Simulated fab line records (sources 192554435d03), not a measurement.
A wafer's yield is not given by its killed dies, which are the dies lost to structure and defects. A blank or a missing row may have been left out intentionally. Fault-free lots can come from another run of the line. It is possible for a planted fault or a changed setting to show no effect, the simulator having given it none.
Lot-split experiment || flow n5_finfet || on a route of 1938 steps: 7 lots, 21 wafers read

## ABOUT THE SPLIT
At N5_DUMMY_GATE_COAT_35 (time 60 s, resist thk 10 nm), the setting spin_rpm was moved away from the recipe's 1500 rpm on 5 of the 21 wafers read, by -6.3% to +6.5%. This setting was run at the recipe's value on the other wafers.

The split's own step is where the reading is taken.

## THE READING
SiARC_of_DUMMY_GATE_COAT_35.thk_nm (the simulator's own value, which no gauge read), in nm, at N5_DUMMY_GATE_COAT_35 (time 60 s, resist thk 10 nm). No usual value for it is given in the file.

{"wafer": "L080.1", "tool, chamber at the split": "litho_track-01, 0", "spin_rpm as run, rpm": 1500, "against the recipe": "recipe", "SiARC_of_DUMMY_GATE_COAT_35.thk_nm, nm": 10, "against lot-mates on the recipe": "-"}
{"wafer": "L080.2", "tool, chamber at the split": "litho_track-01, 0", "spin_rpm as run, rpm": 1500, "against the recipe": "recipe", "SiARC_of_DUMMY_GATE_COAT_35.thk_nm, nm": 10, "against lot-mates on the recipe": "-"}
{"wafer": "L080.4", "tool, chamber at the split": "litho_track-01, 0", "spin_rpm as run, rpm": 1425, "against the recipe": "-5.0%", "SiARC_of_DUMMY_GATE_COAT_35.thk_nm, nm": 10.2, "against lot-mates on the recipe": "+0.2"}
{"wafer": "L087.1", "tool, chamber at the split": "litho_track-05, 0", "spin_rpm as run, rpm": 1419, "against the recipe": "-5.4%", "SiARC_of_DUMMY_GATE_COAT_35.thk_nm, nm": 10.2, "against lot-mates on the recipe": "+0.2"}
{"wafer": "L087.5", "tool, chamber at the split": "litho_track-05, 0", "spin_rpm as run, rpm": 1500, "against the recipe": "recipe", "SiARC_of_DUMMY_GATE_COAT_35.thk_nm, nm": 10, "against lot-mates on the recipe": "-"}
{"wafer": "L087.6", "tool, chamber at the split": "litho_track-05, 0", "spin_rpm as run, rpm": 1500, "against the recipe": "recipe", "SiARC_of_DUMMY_GATE_COAT_35.thk_nm, nm": 10, "against lot-mates on the recipe": "-"}
{"wafer": "L089.1", "tool, chamber at the split": "litho_track-01, 0", "spin_rpm as run, rpm": 1597, "against the recipe": "+6.5%", "SiARC_of_DUMMY_GATE_COAT_35.thk_nm, nm": 9.6, "against lot-mates on the recipe": -0.4}
{"wafer": "L089.3", "tool, chamber at the split": "litho_track-01, 0", "spin_rpm as run, rpm": 1597, "against the recipe": "+6.5%", "SiARC_of_DUMMY_GATE_COAT_35.thk_nm, nm": 9.8, "against lot-mates on the recipe": -0.2}
{"wafer": "L089.4", "tool, chamber at the split": "litho_track-01, 0", "spin_rpm as run, rpm": 1500, "against the recipe": "recipe", "SiARC_of_DUMMY_GATE_COAT_35.thk_nm, nm": 10, "against lot-mates on the recipe": "-"}
{"wafer": "L091.1", "tool, chamber at the split": "litho_track-01, 0", "spin_rpm as run, rpm": 1500, "against the recipe": "recipe", "SiARC_of_DUMMY_GATE_COAT_35.thk_nm, nm": 10, "against lot-mates on the recipe": "-"}
{"wafer": "L091.3", "tool, chamber at the split": "litho_track-01, 0", "spin_rpm as run, rpm": 1500, "against the recipe": "recipe", "SiARC_of_DUMMY_GATE_COAT_35.thk_nm, nm": 10, "against lot-mates on the recipe": "-"}
{"wafer": "L091.5", "tool, chamber at the split": "litho_track-01, 0", "spin_rpm as run, rpm": 1500, "against the recipe": "recipe", "SiARC_of_DUMMY_GATE_COAT_35.thk_nm, nm": 10, "against lot-mates on the recipe": "-"}
{"wafer": "L092.3", "tool, chamber at the split": "litho_track-01, 0", "spin_rpm as run, rpm": 1500, "against the recipe": "recipe", "SiARC_of_DUMMY_GATE_COAT_35.thk_nm, nm": 10, "against lot-mates on the recipe": "-"}
{"wafer": "L092.4", "tool, chamber at the split": "litho_track-01, 0", "spin_rpm as run, rpm": 1500, "against the recipe": "recipe", "SiARC_of_DUMMY_GATE_COAT_35.thk_nm, nm": 10, "against lot-mates on the recipe": "-"}
{"wafer": "L092.5", "tool, chamber at the split": "litho_track-01, 0", "spin_rpm as run, rpm": 1500, "against the recipe": "recipe", "SiARC_of_DUMMY_GATE_COAT_35.thk_nm, nm": 10, "against lot-mates on the recipe": "-"}
{"wafer": "L093.1", "tool, chamber at the split": "litho_track-05, 0", "spin_rpm as run, rpm": 1500, "against the recipe": "recipe", "SiARC_of_DUMMY_GATE_COAT_35.thk_nm, nm": 10, "against lot-mates on the recipe": "-"}
{"wafer": "L093.5", "tool, chamber at the split": "litho_track-05, 0", "spin_rpm as run, rpm": 1500, "against the recipe": "recipe", "SiARC_of_DUMMY_GATE_COAT_35.thk_nm, nm": 10, "against lot-mates on the recipe": "-"}
{"wafer": "L093.2", "tool, chamber at the split": "litho_track-05, 0", "spin_rpm as run, rpm": 1406, "against the recipe": "-6.3%", "SiARC_of_DUMMY_GATE_COAT_35.thk_nm, nm": 10.4, "against lot-mates on the recipe": "+0.4"}
{"wafer": "L095.2", "tool, chamber at the split": "litho_track-01, 0", "spin_rpm as run, rpm": 1500, "against the recipe": "recipe", "SiARC_of_DUMMY_GATE_COAT_35.thk_nm, nm": 10, "against lot-mates on the recipe": "-"}
{"wafer": "L095.3", "tool, chamber at the split": "litho_track-01, 0", "spin_rpm as run, rpm": 1500, "against the recipe": "recipe", "SiARC_of_DUMMY_GATE_COAT_35.thk_nm, nm": 10, "against lot-mates on the recipe": "-"}
{"wafer": "L095.6", "tool, chamber at the split": "litho_track-01, 0", "spin_rpm as run, rpm": 1500, "against the recipe": "recipe", "SiARC_of_DUMMY_GATE_COAT_35.thk_nm, nm": 10, "against lot-mates on the recipe": "-"}

FIT RESULTS
A straight line over all 21 wafers: SiARC_of_DUMMY_GATE_COAT_35.thk_nm changes by -0.0478 nm for each +1% of spin_rpm; r = -0.96; the points scatter about the line by 0.043 nm.
The same after taking each lot's own level away (the mean of its wafers on the recipe; 21 wafers): -0.0478 nm for each +1%; r = -0.96; scatter 0.043 nm.
That fit puts the effect of the largest move of spin_rpm on the reading at 0.31 nm.
The lots' own levels span 10.00 to 10.00 nm.
The two slopes are in agreement: the lot-to-lot level therefore moves the slope only a little.
Check: with one of the wafers moved furthest among these (+6.5%) left out of the fit, the line predicts -0.269 nm for it against its lot-mates. It came out at -0.4 nm against them.

## OTHER SPLITS APPLIED TO THESE WAFERS
Note: prior to the reading, these wafers also went through further splits. Each is held against what the fit with the lots' levels taken away leaves over:
{"other split on the same wafers": "N5_ZERO_LAYER_PECVD_02 time_s", "wafers away from the commonest value": 5, "r with SiARC_of_DUMMY_GATE_COAT_35.thk_nm (lot level and that fit taken away)": -0.01}
{"other split on the same wafers": "N5_WELL_APT_COAT_19 spin_rpm", "wafers away from the commonest value": 9, "r with SiARC_of_DUMMY_GATE_COAT_35.thk_nm (lot level and that fit taken away)": "+0.21"}
{"other split on the same wafers": "N5_WELL_APT_EXPOSE_22 dose_mj", "wafers away from the commonest value": 7, "r with SiARC_of_DUMMY_GATE_COAT_35.thk_nm (lot level and that fit taken away)": -0.35}
{"other split on the same wafers": "N5_FIN_SAQP_MANDREL_ETCH_22 icp_w", "wafers away from the commonest value": 8, "r with SiARC_of_DUMMY_GATE_COAT_35.thk_nm (lot level and that fit taken away)": "+0.33"}
{"other split on the same wafers": "N5_FIN_SAQP_FIN_ETCH_36 icp_w", "wafers away from the commonest value": 9, "r with SiARC_of_DUMMY_GATE_COAT_35.thk_nm (lot level and that fit taken away)": -0.24}

## FILE'S OWN FIT
SiARC_of_DUMMY_GATE_COAT_35.thk_nm changes by -0.0483 nm for each +1% of spin_rpm, r = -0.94.
